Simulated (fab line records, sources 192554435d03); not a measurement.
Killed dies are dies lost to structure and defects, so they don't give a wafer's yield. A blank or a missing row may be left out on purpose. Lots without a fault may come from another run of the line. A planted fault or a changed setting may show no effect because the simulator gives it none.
Which tool did it? | flow n5_finfet | 24 lots, 72 wafers sampled, at 4 steps of a route of 1938

WHAT THE GAUGES READ, wafer by wafer
N5_BEOL_M5_CD_MEAS_35: target cd 28 nm, target cd y 24 nm. Usual: cd_nm 28.1 nm, standard deviation 0.3.
lot  | measured     | on        | cd_nm (nm)     | flag
L074 | day 8 08:50  | cd_sem-03 | 28.7 27.9 28.5 |
L076 | day 8 17:47  | cd_sem-01 | 28.2 28.0 27.5 |
L075 | day 8 14:23  | cd_sem-03 | 28.2 28.2 28.4 |
L077 | day 9 00:27  | cd_sem-02 | 27.8 28.0 28.1 |
L078 | day 9 02:19  | cd_sem-03 | 28.5 28.6 27.9 |
L079 | day 9 02:33  | cd_sem-01 | 28.2 28.8 27.9 |
L080 | day 9 21:07  | cd_sem-01 | 27.9 28.1 28.2 |
L081 | day 9 21:00  | cd_sem-03 | 27.9 28.4 28.1 |
L082 | day 10 03:43 | cd_sem-03 | 27.9 28.0 28.2 |
L083 | day 10 13:22 | cd_sem-01 | 27.7 28.5 28.1 |
L084 | day 10 19:57 | cd_sem-03 | 28.1 28.3 28.4 |
L086 | day 11 01:28 | cd_sem-02 | 27.4 28.4 27.9 |
L085 | day 11 01:56 | cd_sem-02 | 28.1 27.9 27.9 |
L087 | day 11 11:56 | cd_sem-03 | 28.0 28.1 28.4 |
L088 | day 11 11:38 | cd_sem-03 | 27.6 28.0 28.0 |
L089 | day 11 19:22 | cd_sem-01 | 27.5 28.2 28.2 |
L091 | day 12 10:37 | cd_sem-02 | 28.2 28.1 28.3 |
L090 | day 12 19:48 | cd_sem-03 | 28.0 28.1 27.7 |
L092 | day 12 20:10 | cd_sem-01 | 28.8 28.7 28.2 |
L093 | day 12 23:56 | cd_sem-02 | 28.0 27.8 28.1 |
L094 | day 13 01:35 | cd_sem-03 | 28.1 28.0 28.1 |
L096 | day 13 14:26 | cd_sem-01 | 28.4 27.4 28.2 |
L095 | day 13 21:25 | cd_sem-01 | 28.3 28.2 28.0 |
L097 | day 14 02:19 | cd_sem-01 | 27.8 28.3 28.2 |

WHICH TOOL RAN EACH LOT (tool, then ch and the chambers of the sampled wafers, then the start)
lot  | N5_BEOL_M4_PRE_CLEAN_45      | N5_BEOL_M5_CURE_79            | N5_BEOL_M5_STRIP_91
L074 | pvd_sputter-02, day 7 20:16  | uv_cure-03 ch 2, day 8 00:55  | rie_diel-05 ch 1,2,3, day 8 08:50 or earlier
L076 | pvd_sputter-01, day 8 04:55  | uv_cure-01 ch 1, day 8 11:46  | rie_diel-03 ch 1,2,3, day 8 17:47 or earlier
L075 | pvd_sputter-01, day 8 05:00  | uv_cure-02 ch 2, day 8 09:31  | rie_diel-05 ch 1,2,3, day 8 14:23 or earlier
L077 | pvd_sputter-01, day 8 14:59  | uv_cure-03 ch 2, day 8 19:29  | rie_diel-03 ch 1,2, day 9 00:27 or earlier
L078 | pvd_sputter-03, day 8 15:07  | uv_cure-03 ch 2, day 8 20:01  | rie_diel-05 ch 0,2,3, day 9 02:19 or earlier
L079 | pvd_sputter-02, day 8 18:54  | uv_cure-01 ch 0, day 8 23:38  | rie_diel-03 ch 1,2,3, day 9 02:33 or earlier
L080 | pvd_sputter-03, day 9 12:11  | uv_cure-02 ch 0, day 9 16:53  | rie_diel-05 ch 0,1, day 9 21:07 or earlier
L081 | pvd_sputter-02, day 9 12:13  | uv_cure-01 ch 1, day 9 17:24  | rie_diel-02 ch 0,2,3, day 9 21:00 or earlier
L082 | pvd_sputter-01, day 9 18:26  | uv_cure-01 ch 2, day 9 23:45  | rie_diel-03 ch 0,1,2, day 10 03:43 or earlier
L083 | pvd_sputter-02, day 10 03:44 | uv_cure-03 ch 2, day 10 09:19 | rie_diel-02 ch 0,1,3, day 10 13:22 or earlier
L084 | pvd_sputter-02, day 10 10:34 | uv_cure-03 ch 2, day 10 15:43 | rie_diel-03 ch 0,2, day 10 19:57 or earlier
L086 | pvd_sputter-01, day 10 17:07 | uv_cure-02 ch 1, day 10 21:46 | rie_diel-02 ch 0,2,3, day 11 01:28 or earlier
L085 | pvd_sputter-01, day 10 17:12 | uv_cure-03 ch 0, day 10 22:10 | rie_diel-03 ch 0,2, day 11 01:56 or earlier
L087 | pvd_sputter-01, day 11 00:44 | uv_cure-01 ch 2, day 11 05:23 | rie_diel-05 ch 2,3, day 11 11:56 or earlier
L088 | pvd_sputter-01, day 11 00:52 | uv_cure-02 ch 1, day 11 05:31 | rie_diel-05 ch 1,2,3, day 11 11:38 or earlier
L089 | pvd_sputter-01, day 11 09:14 | uv_cure-02 ch 0, day 11 14:10 | rie_diel-05 ch 0,3, day 11 19:22 or earlier
L091 | pvd_sputter-01, day 12 00:28 | uv_cure-01 ch 1, day 12 05:41 | rie_diel-03 ch 0,1, day 12 10:37 or earlier
L090 | pvd_sputter-03, day 12 06:13 | uv_cure-03 ch 1, day 12 10:58 | rie_diel-05 ch 0,3, day 12 19:48 or earlier
L092 | pvd_sputter-01, day 12 10:20 | uv_cure-02 ch 2, day 12 15:01 | rie_diel-03 ch 0,1,3, day 12 20:10 or earlier
L093 | pvd_sputter-03, day 12 12:51 | uv_cure-02 ch 0, day 12 17:29 | rie_diel-02 ch 1,2,3, day 12 23:56 or earlier
L094 | pvd_sputter-01, day 12 16:32 | uv_cure-03 ch 0, day 12 21:03 | rie_diel-05 ch 1,3, day 13 01:35 or earlier
L096 | pvd_sputter-01, day 13 03:43 | uv_cure-01 ch 0, day 13 10:22 | rie_diel-03 ch 0,2, day 13 14:26 or earlier
L095 | pvd_sputter-03, day 13 11:55 | uv_cure-03 ch 0, day 13 16:50 | rie_diel-02 ch 0,2,3, day 13 21:25 or earlier
L097 | pvd_sputter-01, day 13 14:56 | uv_cure-01 ch 2, day 13 21:28 | rie_diel-03 ch 1,2,3, day 14 02:19 or earlier
- N5_BEOL_M4_PRE_CLEAN_45: time 30 s.
- N5_BEOL_M5_CURE_79: cures SiCOH lowk, time 240 s.
- N5_BEOL_M5_STRIP_91: strips in N2/H2, time 10 s.

WHAT THE TOOLS THEMSELVES READ (means of the sampled wafers that have a number; where no wafer has one, the mark that the record gives instead)
N5_BEOL_M4_PRE_CLEAN_45. Usual: heater_power_w 342 W, standard deviation 40.
lot  | tool           | heater_power_w (W) | flag
L074 | pvd_sputter-02 | 360                |
L076 | pvd_sputter-01 | 334                |
L075 | pvd_sputter-01 | 347                |
L077 | pvd_sputter-01 | 351                |
L078 | pvd_sputter-03 | 381                |
L079 | pvd_sputter-02 | 349                |
L080 | pvd_sputter-03 | 380                |
L081 | pvd_sputter-02 | 369                |
L082 | pvd_sputter-01 | 348                |
L083 | pvd_sputter-02 | 340                |
L084 | pvd_sputter-02 | 348                |
L086 | pvd_sputter-01 | 339                |
L085 | pvd_sputter-01 | 330                |
L087 | pvd_sputter-01 | 326                |
L088 | pvd_sputter-01 | 347                |
L089 | pvd_sputter-01 | 348                |
L091 | pvd_sputter-01 | 344                |
L090 | pvd_sputter-03 | 375                |
L092 | pvd_sputter-01 | 326                |
L093 | pvd_sputter-03 | 373                |
L094 | pvd_sputter-01 | 331                |
L096 | pvd_sputter-01 | 310                |
L095 | pvd_sputter-03 | 300                |
L097 | pvd_sputter-01 | 343                |

N5_BEOL_M5_CURE_79. Usual: lamp_power_pct 52.30 %, standard deviation 0.052; wafer_temp_C_max 386.8, standard deviation 0.56.
lot  | tool       | lamp_power_pct (%) | wafer_temp_C_max | flag
L074 | uv_cure-03 | 52.35              | 386.7            |
L076 | uv_cure-01 | 52.32              | 387.2            |
L075 | uv_cure-02 | 52.30              | 387.4            |
L077 | uv_cure-03 | 52.28              | 386.7            |
L078 | uv_cure-03 | 52.30              | 386.8            |
L079 | uv_cure-01 | 52.28              | 386.4            |
L080 | uv_cure-02 | 52.35              | 386.7            |
L081 | uv_cure-01 | 52.30              | 387.0            |
L082 | uv_cure-01 | 52.33              | 386.5            |
L083 | uv_cure-03 | 52.32              | 386.3            |
L084 | uv_cure-03 | 52.31              | 386.6            |
L086 | uv_cure-02 | 52.29              | 387.8            |
L085 | uv_cure-03 | 52.34              | 387.3            |
L087 | uv_cure-01 | 52.31              | 386.5            |
L088 | uv_cure-02 | 52.33              | 387.6            |
L089 | uv_cure-02 | 52.33              | 386.8            |
L091 | uv_cure-01 | 52.28              | 386.6            |
L090 | uv_cure-03 | 52.24              | 386.5            |
L092 | uv_cure-02 | 52.32              | 387.5            |
L093 | uv_cure-02 | 52.31              | 386.6            |
L094 | uv_cure-03 | 52.30              | 386.5            |
L096 | uv_cure-01 | 52.30              | 387.0            |
L095 | uv_cure-03 | 52.29              | 387.0            |
L097 | uv_cure-01 | 52.36              | 386.0            |

N5_BEOL_M5_STRIP_91. Usual: drypump_motor_current_A 5.5 A, standard deviation 0.47; oes_product_au 0.78 a.u., standard deviation 0.088; rf_vpp_V 59.0 V, standard deviation 0.91; showerhead_plenum_p_Torr 2.54 Torr, standard deviation 0.074; throttle_valve_pct 23.59 %, standard deviation 0.26.
lot  | tool        | drypump_motor_current_A (A) | oes_product_au (a.u.) | rf_vpp_V (V) | showerhead_plenum_p_Torr (Torr) | throttle_valve_pct (%) | flag
L074 | rie_diel-05 | 5.6                         | 0.72                  | 59.2         | 2.49                            | 23.76                  |
L076 | rie_diel-03 | 5.2                         | 0.82                  | 58.9         | 2.55                            | 23.46                  |
L075 | rie_diel-05 | 5.6                         | 0.72                  | 57.9         | 2.49                            | 23.76                  |
L077 | rie_diel-03 | 5.2                         | 0.85                  | 58.7         | 2.57                            | 23.37                  |
L078 | rie_diel-05 | 6.1                         | 0.71                  | 58.6         | 2.45                            | 23.87                  |
L079 | rie_diel-03 | 5.2                         | 0.82                  | 59.5         | 2.55                            | 23.46                  |
L080 | rie_diel-05 | 5.5                         | 0.70                  | 59.5         | 2.58                            | 23.69                  |
L081 | rie_diel-02 | 5.6                         | 0.80                  | 59.7         | 2.61                            | 23.36                  |
L082 | rie_diel-03 | 5.3                         | 0.85                  | 59.6         | 2.57                            | 23.49                  |
L083 | rie_diel-02 | 5.7                         | 0.83                  | 59.7         | 2.63                            | 23.23                  |
L084 | rie_diel-03 | 5.0                         | 0.88                  | 58.6         | 2.58                            | 23.58                  |
L086 | rie_diel-02 | 5.6                         | 0.79                  | 59.6         | 2.61                            | 23.38                  |
L085 | rie_diel-03 | 5.1                         | 0.87                  | 59.0         | 2.58                            | 23.58                  |
L087 | rie_diel-05 | 6.1                         | 0.69                  | 59.0         | 2.41                            | 23.92                  |
L088 | rie_diel-05 | 5.6                         | 0.71                  | 57.2         | 2.48                            | 23.80                  |
L089 | rie_diel-05 | 5.8                         | 0.82                  | 59.0         | 2.45                            | 23.74                  |
L091 | rie_diel-03 | 5.5                         | 0.78                  | 59.0         | 2.54                            | 23.47                  |
L090 | rie_diel-05 | 5.8                         | 0.79                  | 58.7         | 2.44                            | 23.75                  |
L092 | rie_diel-03 | 5.5                         | 0.74                  | 58.3         | 2.53                            | 23.54                  |
L093 | rie_diel-02 | 5.4                         | 0.77                  | 59.3         | 2.57                            | 23.58                  |
L094 | rie_diel-05 | 5.2                         | 0.70                  | 60.1         | 2.54                            | 23.68                  |
L096 | rie_diel-03 | 5.1                         | 0.85                  | 59.2         | 2.57                            | 23.62                  |
L095 | rie_diel-02 | 5.6                         | 0.77                  | 60.0         | 2.60                            | 23.40                  |
L097 | rie_diel-03 | 5.2                         | 0.77                  | 59.2         | 2.54                            | 23.51                  |

THE ANSWER, worked out from the rows above alone
Rule: a lot is off if the mean of its wafers that have a number lies more than 3 standard deviations from the usual mean. A lot without any number at a reading at which 4 lots or more have one is off too. The other lots that the step has rows for count as sound. The gauges are gone through in route order, then the tools' own readings, and for those a lot's mean is taken as printed above. The first step at which some lot is off is used, and at that step the reading that is off furthest; a lot without a number counts as furthest.
No lot is off at any reading shown: from this, nothing can be told.

WHAT THE SIMULATOR HAD PUT IN
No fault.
